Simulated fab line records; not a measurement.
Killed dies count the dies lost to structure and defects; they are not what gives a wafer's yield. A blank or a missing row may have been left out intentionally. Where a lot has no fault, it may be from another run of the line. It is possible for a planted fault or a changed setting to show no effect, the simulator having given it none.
fab line records	flow n5-finfet
record lots=9	wafers=25	last-day=16
route steps=1938 shown HKMG_FIN@402 BEOL_M4@1111 PASSIVATION@1936
lots that met no fault: from a run of the same line without faults
start-h: the number of hours between the record's first day and the start of the first shown wafer of the lot	wait-h: time in hours since the lot's previous step	" the same as in the row above	L1.1+2: several wafers, shown together as one row	- no value, or no start was given	* or withheld: withheld	< > ~ a bound
route shown NAME@n: NAME is a module with steps in the file, n the number in the route of the first one	usual: the fault-free wafers' mean and standard deviation	same: alike in all rows	chamber/n: place in a boat	sites: the reading at each site	_std_site: the values' standard deviation	_edge_site: inner sites' mean taken away from outer sites' mean	radius-mm: for every site, how far away it sits from the centre of the wafer	mask NAME#n: copy n	behind: the most recent tool/chamber to have shaped the wafer	hold: the reason the lot was held/the length of the hold in hours/how it ended	device: whichever transistor did not switch (one of n, p or np)	end of line: at the end of the route, the tests of the same wafers	where a step has no rows: the recipe by itself	killed: not the wafer's yield, but the dies lost to structure and defects at the first sort	map: the dies of a wafer, with x for killed, . for not killed, _ for no die there
set.NAME: setting as actually run; set.NAME@STEP: the setting as run at that earlier step	model.NAME: the simulator's own value behind a step, which no gauge read
route steps across a sampled set of lots; one table per step, one row per wafer
services: from which hour (start-h, from the record's first day; less than 0 if before it) a tool's chamber was out of use, for how many hours, and why
## steps
# step N5_HKMG_FIN_ETCH_54
# recipe chemistry=CF4	target=SiARC	target-depth-a=455	mask-material=CAR-ArF	time-s=75.8	ion-energy-ev=80	pressure-mtorr=40	source-w=545	bias-w=36	Ar_flow_sccm=100	cf4-flow-sccm=100	ends=cleared
# usual drypump-motor-current-A=5.7/0.34	etch-rf-on-time-s=75.2/1.1	oes-product-au=0.68/0.09	rf-vpp-V=184.1/1.1	showerhead-plenum-p-Torr=2.13/0.058	throttle-valve-pct=15.52/0.28
lot.wafer	tool	chamber	start-h	wait-h	drypump-motor-current-A	etch-rf-on-time-s	oes-product-au	rf-hours-counter-h	rf-vpp-V	showerhead-plenum-p-Torr	throttle-valve-pct
L991.2	rie-diel-01	0	72.73	0.0	5.2	74.3	0.58	234	183.5	2.11	15.85
L991.3	"	2	"	"	5.7	75.6	0.80	12	183.2	2.10	15.07
L991.5	"	0	"	"	5.1	74.8	0.58	-	182.1	2.11	15.86
L992.3	rie-diel-01	2	79.00	0.0	5.7	76.5	0.79	14	182.9	2.10	15.09
L992.5	"	0	"	"	5.1	75.5	0.57	-	184.6	2.11	15.87
L992.6	"	3	"	"	6.4	77.0	0.59	-	183.3	2.11	15.75
L994.2	rie-diel-06	2	91.85	0.0	5.7	75.8	0.58	251	183.4	2.11	15.83
L994.4	"	1	"	"	5.6	76.3	0.65	-	184.6	2.14	15.47
L994.5	"	2	"	"	5.7	75.6	0.57	-	183.5	2.11	15.84
L998.1	rie-diel-01	2	116.05	0.0	5.7	76.3	0.77	26	184.8	2.10	15.10
L998.2	"	0	"	"	5.2	75.6	0.56	249	182.5	2.11	15.90
L998.5	"	1	"	"	5.5	76.5	0.61	-	184.1	2.13	16.04
L100.1	rie-diel-01	1	126.57	0.0	5.5	76.0	0.60	204	184.7	2.12	16.03
L100.3	"	2	"	"	5.7	75.3	0.78	31	183.2	2.10	15.11
L100.6	"	0	"	"	5.2	76.4	0.55	-	185.5	2.11	15.88
L101.1	rie-diel-06	3	134.84	0.0	6.2	76.4	0.59	215	183.2	2.04	15.73
L101.3	"	1	"	"	5.6	76.3	0.64	164	184.7	2.13	15.51
L101.4	"	0	"	"	5.3	75.1	0.73	38	186.6	2.27	15.40
L102.3	rie-diel-02	0	147.62	0.0	5.9	75.1	0.62	164	184.8	2.22	15.39
L102.4	"	3	"	"	5.2	74.5	0.64	174	185.6	2.22	15.49
L102.6	"	0	"	"	5.9	74.9	0.62	-	184.0	2.22	15.38
L109.1	rie-diel-06	3	179.66	0.0	6.2	75.8	0.59	231	182.4	2.03	15.73
L109.6	"	2	"	"	5.7	74.3	0.79	-	183.4	2.10	15.39
L111.1	rie-diel-02	1	192.78	0.0	5.8	75.8	0.76	22	184.3	2.10	15.34
L111.3	"	2	"	"	5.6	74.4	0.75	43	183.7	2.09	15.34
# step N5_HKMG_FIN_PWFM_ALD_03
# recipe material=TiN	target-thk-a=20	temp-c=400	ald-precursor-family=TiCl4	ald-co-reactant=NH3	pulse-time-s=1	purge-time-s=3	co-reactant-purge-time-s=2	co-reactant-pulse-time-s=2	ald-cycles=91	pressure-torr=3
# usual heater-power-w=928/120	precursor-pulse-height-rel=1.000/0.02
lot.wafer	tool	chamber	start-h	wait-h	heater-power-w	precursor-pulse-height-rel
L991.2	ald-metal-04	2	75.24	0.0	756	0.963
L991.3	"	0	"	"	859	0.991
L991.5	"	1	"	"	826	1.013
L992.3	ald-metal-04	3	81.52	0.2	896	0.976
L992.5	"	1	"	"	813	1.028
L992.6	"	2	"	"	754	1.010
L994.2	ald-metal-04	0	94.37	0.0	861	0.992
L994.4	"	3	"	"	894	0.998
L994.5	"	1	"	"	832	1.014
L998.1	ald-metal-01	3	118.47	0.0	960	1.030
L998.2	"	0	"	"	854	1.027
L998.5	"	1	"	"	844	1.010
L100.1	ald-metal-02	2	129.03	0.0	1118	1.027
L100.3	"	3	"	"	1174	0.954
L100.6	"	0	"	"	1032	1.045
L101.1	ald-metal-01	2	137.40	0.0	883	1.018
L101.3	"	0	"	"	852	1.003
L101.4	"	2	"	"	906	1.014
L102.3	ald-metal-01	2	150.03	0.0	875	1.035
L102.4	"	0	"	"	862	1.002
L102.6	"	2	"	"	890	1.016
L109.1	ald-metal-02	2	182.14	0.0	1059	0.994
L109.6	"	0	"	"	1028	1.004
L111.1	ald-metal-04	0	195.23	0.0	851	0.991
L111.3	"	1	"	"	807	0.982
# step N5_HKMG_FIN_DEVELOP_11
# recipe develop-time-s=30	developer=TMAH	resist=CAR-ArF	dev-temp-c=23	rinse-liquid=diw	dry=air-spin
lot.wafer	tool	chamber	start-h	wait-h
L991.2+3+5	litho-track-01	0	76.02	-
L992.3+5+6	litho-track-04	0	82.30	-
L994.2+4+5	litho-track-04	0	95.15	-
L998.1+2+5	litho-track-04	0	119.12	-
L100.1+3+6	litho-track-01	0	129.68	-
L101.1+3+4	litho-track-04	0	138.05	-
L102.3+4+6	litho-track-01	0	150.69	-
L109.1+6	litho-track-01	0	182.79	-
L111.1+3	litho-track-01	0	196.01	-
# step N5_HKMG_FIN_CD_MEAS_12
# recipe target-cd-nm=92.8	landing-energy-ev=500	detector=se-inlens
# usual cd-nm=92.7/0.45
lot.wafer	tool	chamber	start-h	wait-h	cd-nm
L991.2	cd-sem-03	0	76.08	-	92.9
L991.3	"	0	"	"	93.2
L991.5	"	0	"	"	93.0
L992.3	cd-sem-01	0	82.36	-	93.0
L992.5	"	0	"	"	92.9
L992.6	"	0	"	"	93.4
L994.2	cd-sem-03	0	95.21	-	93.7
L994.4	"	0	"	"	92.5
L994.5	"	0	"	"	93.2
L998.1	cd-sem-03	0	119.18	-	92.6
L998.2	"	0	"	"	93.0
L998.5	"	0	"	"	92.7
L100.1	cd-sem-03	0	129.74	-	93.0
L100.3	"	0	"	"	92.9
L100.6	"	0	"	"	93.0
L101.1	cd-sem-01	0	138.11	-	92.3
L101.3	"	0	"	"	92.3
L101.4	"	0	"	"	92.6
L102.3	cd-sem-03	0	150.75	-	92.1
L102.4	"	0	"	"	92.4
L102.6	"	0	"	"	91.9
L109.1	cd-sem-03	0	182.85	-	91.0
L109.6	"	0	"	"	92.2
L111.1	cd-sem-03	0	196.07	-	91.2
L111.3	"	0	"	"	91.7
# step N5_HKMG_FIN_STRIP_34
# recipe chemistry=CF4	resist=SiARC	power-w=300	bias-power-w=75	pressure-mtorr=50	cf4-flow-sccm=150	rf-frequency-hz=6e+07
# usual bias-power-w=74.99/0.23	drypump-motor-current-A=5.7/0.34	oes-product-au=0.77/0.093	rf-vpp-V=271.1/1.5	showerhead-plenum-p-Torr=1.79/0.054	throttle-valve-pct=13.50/0.26
lot.wafer	tool	chamber	start-h	wait-h	bias-power-w	drypump-motor-current-A	oes-product-au	rf-hours-counter-h	rf-vpp-V	showerhead-plenum-p-Torr	throttle-valve-pct
L991.2	rie-diel-02	1	76.45	0.0	74.87	5.8	0.68	240	271.7	1.77	13.77
L991.3	"	3	"	"	74.71	5.2	0.75	148	270.0	1.86	13.40
L991.5	"	1	"	"	74.98	5.9	0.68	-	270.6	1.77	13.77
L992.3	rie-diel-06	1	82.73	0.0	74.75	5.6	0.76	143	271.9	1.80	13.48
L992.5	"	1	"	"	74.91	5.6	0.75	-	271.0	1.80	13.49
L992.6	"	3	"	"	75.13	6.1	0.71	-	269.9	1.72	13.66
L994.2	rie-diel-01	2	95.96	0.0	75.00	5.8	0.91	19	269.5	1.76	13.05
L994.4	"	3	"	"	75.12	6.4	0.69	245	269.5	1.76	13.75
L994.5	"	1	"	"	74.65	5.5	0.71	-	271.1	1.78	14.00
L998.1	rie-diel-06	0	119.55	0.0	75.22	5.3	0.85	33	274.9	1.89	13.35
L998.2	"	1	"	"	75.14	5.6	0.74	158	272.5	1.79	13.51
L998.5	"	3	"	"	75.00	6.1	0.70	-	269.8	1.71	13.71
L100.1	rie-diel-01	0	130.11	0.0	74.99	5.2	0.66	255	271.2	1.77	13.91
L100.3	"	1	"	"	75.23	5.6	0.70	205	269.7	1.78	14.03
L100.6	"	0	"	"	74.81	5.1	0.65	-	269.5	1.77	13.91
L101.1	rie-diel-06	0	138.54	0.0	74.78	5.3	0.84	40	274.0	1.89	13.34
L101.3	"	2	"	"	74.61	5.7	0.95	3	270.4	1.76	13.29
L101.4	"	3	"	"	74.97	6.2	0.69	217	268.5	1.71	13.73
L102.3	rie-diel-06	2	151.11	0.0	75.21	5.7	0.92	7	269.8	1.76	13.27
L102.4	"	1	"	"	74.99	5.6	0.73	169	271.5	1.79	13.54
L102.6	"	2	"	"	75.22	5.7	0.94	-	269.7	1.76	13.29
L109.1	rie-diel-02	1	183.53	0.0	75.12	5.8	0.89	19	269.5	1.76	13.27
L109.6	"	3	"	"	74.94	5.2	0.72	-	271.5	1.84	13.51
L111.1	rie-diel-06	2	196.44	0.0	74.92	5.7	0.89	23	271.7	1.76	13.34
L111.3	"	1	"	"	75.05	5.6	0.73	177	271.3	1.79	13.56
# step N5_BEOL_M4_RC_MEAS_101
# usual DIBL_N=36.1/1.3	DIBL_P=36.1/1.7	IOFF_N=0.154/0.022	IOFF_P=0.201/0.024	ION_N=675/8.9	ION_P=462/5.9	SS_N=71.5/0.49	SS_P=73.3/0.58	VT_N=250.0/2.7	VT_P=-251.3/2.7
lot.wafer	tool	chamber	start-h	wait-h	DIBL_N[mV/V]	DIBL_P[mV/V]	IOFF_N[nA/um]	IOFF_P[nA/um]	ION_N[uA/um]	ION_P[uA/um]	SS_N[mV/dec]	SS_P[mV/dec]	VT_N[mV]	VT_P[mV]
L991.2	prober-01	0	164.01	0.2	35.6	34.7	0.148	0.194	674	468	71.6	73.1	249.6	-251.0
L991.3	"	0	"	"	35.7	34.9	0.151	0.200	688	470	72.3	73.5	249.3	-249.6
L991.5	"	0	"	"	35.3	34.9	0.147	0.196	678	463	72.2	72.6	247.7	-250.2
L992.3	prober-02	0	170.07	0.3	34.0	33.8	0.133	0.171	662	449	71.7	72.9	250.9	-255.2
L992.5	"	0	"	"	33.7	33.7	0.128	0.170	672	464	71.9	73.1	254.0	-254.0
L992.6	"	0	"	"	33.8	33.5	0.129	0.167	662	456	71.2	72.6	252.7	-255.0
L994.2	prober-02	0	189.27	0.2	37.6	37.2	0.164	0.216	681	468	71.6	73.5	250.3	-249.2
L994.4	"	0	"	"	38.4	38.5	0.181	0.235	684	468	72.1	73.9	248.3	-249.2
L994.5	"	0	"	"	35.2	34.9	0.134	0.184	681	466	71.5	73.4	252.3	-253.5
L998.1	prober-02	0	212.89	0.0	36.1	34.8	0.155	0.202	669	464	71.9	72.5	250.6	-253.7
L998.2	"	0	"	"	35.3	33.5	0.148	0.184	682	462	72.0	72.7	249.2	-254.6
L998.5	"	0	"	"	35.4	33.9	0.141	0.189	674	465	71.2	73.1	253.0	-253.1
L100.1	prober-02	0	231.69	0.0	35.2	34.1	0.136	0.174	662	452	71.4	72.9	253.5	-250.5
L100.3	"	0	"	"	35.0	35.0	0.151	0.192	672	460	71.7	73.4	252.1	-250.9
L100.6	"	0	"	"	36.8	36.7	0.176	0.218	679	462	71.6	74.1	247.8	-250.6
L101.1	prober-01	0	234.47	0.0	36.3	35.6	0.127	0.182	662	455	71.1	72.7	252.8	-253.7
L101.3	"	0	"	"	37.7	37.2	0.162	0.205	672	460	71.3	74.0	249.4	-252.9
L101.4	"	0	"	"	34.9	33.8	0.116	0.165	664	455	70.9	72.9	253.7	-253.3
L102.3	prober-02	0	259.86	0.3	36.7	37.2	0.167	0.223	682	467	71.5	73.8	245.8	-248.0
L102.4	"	0	"	"	34.8	33.9	0.126	0.174	671	460	70.7	72.4	251.2	-251.6
L102.6	"	0	"	"	35.8	36.8	0.159	0.221	686	473	71.5	73.1	247.0	-249.2
L109.1	prober-02	0	284.72	0.0	36.0	36.7	0.141	0.183	668	455	70.9	73.6	250.3	-252.3
L109.6	"	0	"	"	34.9	35.4	0.122	0.162	659	453	70.7	72.5	253.9	-256.0
L111.1	prober-02	0	293.24	0.0	38.8	38.7	0.206	0.234	693	465	72.0	74.5	246.4	-251.8
L111.3	"	0	"	"	38.5	38.0	0.195	0.228	696	471	71.5	74.8	247.9	-251.2
# step N5_PASSIVATION_PROBE_49
# usual defect-limited-yield=90.9/1.3	killed_at_M0_to_M3=35/10	killed_at_M4_up=15/5.7	killed-at-contacts=14/6.4	killed-at-front-end=40/11	killed-at-other=4/3.1	killed-dies=108/16	killed-open=71/11	killed-short=34/7.7	sort_bin_5_function=5.4/0.9	sort_bin_6_memory=3.4/0.61	sort-n-pass=1072/16	sort-yield-pct=90.9/1.3
# same gross-dies=1180	killed-at-back-side=0	sort_bin_4_leakage[%]=0	sort_bin_8_speed[%]=0
lot.wafer	tool	chamber	start-h	wait-h	defect-limited-yield[%]	killed_at_M0_to_M3	killed_at_M4_up	killed-at-contacts	killed-at-front-end	killed-at-other	killed-dies	killed-open	killed-short	sort_bin_5_function[%]	sort_bin_6_memory[%]	sort-n-pass	sort-yield-pct[%]
L102.3	prober-02	-	370.63	0.1	93.1	25	11	10	28	7	81	48	33	4.1	2.0	1099	93.1
L102.4	prober-02	-	370.68	0.2	91.9	29	25	5	34	3	96	65	30	4.6	3.1	1084	91.9
L102.6	prober-02	-	370.78	0.3	89.1	24	22	21	39	23	129	85	41	6.6	3.9	1051	89.1
# killed by level:class
L102.3 MOL_CONTACT_COAG:geometric-particle:open=9 BEOL_M0_SAQP:geometric-particle:short=7 BEOL_M3:geometric-particle:open=6 FIN_SAQP:geometric-particle:open=5 BEOL_M1:geometric-particle:short=4 BEOL_M4:geometric-particle:open=4 FIN_SAQP:geometric-particle:short=3 STI_FIN_REVEAL:geometric-particle:open=3
L102.4 BEOL_M4:geometric-particle:open=8 FIN_SAQP:geometric-particle:open=7 BEOL_M3:geometric-particle:open=7 BEOL_M1:geometric-particle:open=6 BEOL_M4:geometric-particle:short=6 BEOL_M0_SAQP:geometric-particle:open=5 BEOL_M2:geometric-particle:open=5 FIN_SAQP:geometric-particle:short=4
L102.6 MOL_CONTACT_COAG:geometric-particle:open=16 PASS1_CAP:geometric-particle:open=13 BEOL_M4:geometric-particle:open=11 FIN_SAQP:geometric-particle:open=9 PASS1_CAP:geometric-particle:short=8 BEOL_M0_SAQP:geometric-particle:short=7 STI_FIN_REVEAL:geometric-particle:open=6 STARTING-WAFER:geometric-particle:short=5
## services
tool	chamber	start-h	hours	kind
ald-metal-04	3	57.79	21.1	repair
rie-diel-06	2	112.37	4.9	repair
rie-diel-01	3	112.40	-	clean
rie-diel-01	3	112.40	-	consumable-replace:focus-ring
rie-diel-01	3	112.40	41.4	scheduled-down
rie-diel-01	3	112.40	41.4	vent-cycle
ald-metal-02	-	113.13	2.8	pm
rie-diel-06	2	117.46	-	clean
rie-diel-06	2	117.46	-	consumable-replace:focus-ring
rie-diel-06	2	117.46	14.7	scheduled-down
rie-diel-06	2	117.46	14.7	vent-cycle
ald-metal-04	3	119.15	3.5	repair
rie-diel-01	0	119.86	2.2	repair
ald-metal-01	3	130.16	13.0	repair
ald-metal-02	-	144.38	0.7	repair
rie-diel-01	0	154.18	-	clean
rie-diel-01	0	154.18	-	consumable-replace:focus-ring
ald-metal-02	2	156.52	9.5	repair
rie-diel-06	1	164.44	9.9	repair
ald-metal-01	-	168.85	0.6	repair
rie-diel-01	3	177.60	5.2	repair
ald-metal-01	2	178.30	7.8	repair
ald-metal-04	2	180.31	24.7	repair
rie-diel-06	1	183.55	8.8	repair
## key
first-sign step=N5_HKMG_FIN_CD_MEAS_12	reading=cd-nm	direction=down	sigmas=3.1	usual=92.7	struck=91.3
effect none on later readings
met-at N5_HKMG_FIN_DEVELOP_11
struck-lots L109,L111
struck-wafers L109.1,L111.1,L111.3
not-acting-at N5_HKMG_FIN_ETCH_54,N5_HKMG_FIN_PWFM_ALD_03,N5_HKMG_FIN_STRIP_34
onset-between 150.69 182.79
fault kind=process-parameter-drift	tool=litho-track-01	chamber=-	onset-h=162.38	steps=N5_HKMG_FIN_DEVELOP_11	channel=develop-time-s	offset=*	shape=step	end-h=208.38	scope=struck-wafers-only	acts-in=*	stated=*
